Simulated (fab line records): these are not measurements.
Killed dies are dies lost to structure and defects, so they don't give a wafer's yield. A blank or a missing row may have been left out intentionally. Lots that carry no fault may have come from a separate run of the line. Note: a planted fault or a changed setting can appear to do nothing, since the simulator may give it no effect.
Check of tool commonality    flow n5Finfet    33 wafers sampled across 11 lots

THE REASON FOR OPENING IT
3 of 11 lots carry a flag on the reading VT_P_LONG at N5_BEOL_M4_RC_MEAS_101. Wafers without a fault read -275.0 mV, standard deviation 2.9.
Rule: flag the lot when none of its wafers has a number, or when each of its wafers that has one lies beyond 4 standard deviations from that mean. The other lots count as sound.

lot   measured      on         VT_P_LONG (mV), wafer by wafer  flag
L279  day 7 22:33   prober-02  -274.9 -274.4 -276.8            
L281  day 8 12:54   prober-01  -279.5 -278.6 -280.2            
L282  day 8 14:43   prober-02  -279.2 -279.4 -279.2            
L283  day 8 21:28   prober-01  -275.9 -274.5 -274.9            
L285  day 9 20:15   prober-02  -271.9 -273.3 -273.9            
L287  day 10 03:37  prober-02  -276.0 -276.3 -272.2            
L290  day 11 03:36  prober-02  -276.4 -276.0 -274.8            
L294  day 12 01:16  prober-01  -289.3 -292.4 -289.9            FLAGGED
L295  day 12 07:37  prober-01  -289.2 -289.5 -290.0            FLAGGED
L298  day 12 10:23  prober-02  -268.9 -267.0 -271.2            
L297  day 12 13:29  prober-02  -291.4 -289.8 -287.3            FLAGGED
The numbers of the flagged lots are -289.9 mV on average: -14.9 mV against the usual, or -5 standard deviations.

LOT BY LOT: THE TOOL USED
Before the reading, the record contains 2 process steps out of a 1938-step route. Every cell lists first the tool, next ch and the chambers used by the sampled wafers, and last the start.
lot   flag     N5_HKMG_FIN_RTA_80              N5_BEOL_M4_SPUTTER_94
L279           rtpAnneal-02 ch 0, day 4 01:35  pvdSputter-01, day 7 20:45
L281           rtpAnneal-01 ch 0, day 4 14:23  pvdSputter-03, day 8 11:14
L282           rtpAnneal-01 ch 0, day 4 20:46  pvdSputter-03, day 8 13:05
L283           rtpAnneal-02 ch 0, day 5 02:56  pvdSputter-03, day 8 20:08
L285           rtpAnneal-02 ch 0, day 5 14:41  pvdSputter-03, day 9 18:47
L287           rtpAnneal-02 ch 0, day 6 01:47  pvdSputter-03, day 10 02:17
L290           rtpAnneal-02 ch 0, day 6 21:36  pvdSputter-03, day 11 01:58
L294  FLAGGED  rtpAnneal-02 ch 0, day 7 18:07  pvdSputter-02, day 11 23:37
L295  FLAGGED  rtpAnneal-02 ch 0, day 8 04:55  pvdSputter-01, day 12 05:34
L298           rtpAnneal-01 ch 0, day 8 16:41  pvdSputter-02, day 12 08:17
L297  FLAGGED  rtpAnneal-02 ch 0, day 8 14:32  pvdSputter-02, day 12 12:01
What the steps here do:
- N5_HKMG_FIN_RTA_80: time 2 s.
- N5_BEOL_M4_SPUTTER_94: material Cu, target thk 4.5 nm, time 8.29 s.
- N5_BEOL_M4_RC_MEAS_101

FLAGGED AGAINST TOTAL, ONE TOOL AT A TIME (gauges that did the reading follow at the end)
step                    tool           lots run  flagged  share of the flagged lots  sound lots run after its first flagged lot
N5_HKMG_FIN_RTA_80      rtpAnneal-01   3         0        none                       -
N5_HKMG_FIN_RTA_80      rtpAnneal-02   8         3        all                        0
N5_BEOL_M4_SPUTTER_94   pvdSputter-01  2         1        some                       0
N5_BEOL_M4_SPUTTER_94   pvdSputter-02  3         2        some                       1 (L298)
N5_BEOL_M4_SPUTTER_94   pvdSputter-03  6         0        none                       -
N5_BEOL_M4_RC_MEAS_101  prober-01      4         2        some                       0
N5_BEOL_M4_RC_MEAS_101  prober-02      7         1        some                       0

WHAT THE TABLE ALLOWS
All flagged lots share 1 row of the table, namely rtpAnneal-02 at N5_HKMG_FIN_RTA_80.
- rtpAnneal-02 at N5_HKMG_FIN_RTA_80: 3 of its 8 lots flagged. A fault beginning between L290 (day 6 21:36), its last sound lot, and L294 (day 7 18:07), its first flagged one, fits the data.
One tool is left: rtpAnneal-02 at N5_HKMG_FIN_RTA_80.

WHAT THE SIMULATOR HAD INSERTED
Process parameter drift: rtpAnneal-02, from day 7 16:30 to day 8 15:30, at N5_HKMG_FIN_RTA_80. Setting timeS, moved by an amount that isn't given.
Lots struck among those shown: L294, L295, L297. The rule above found the same.
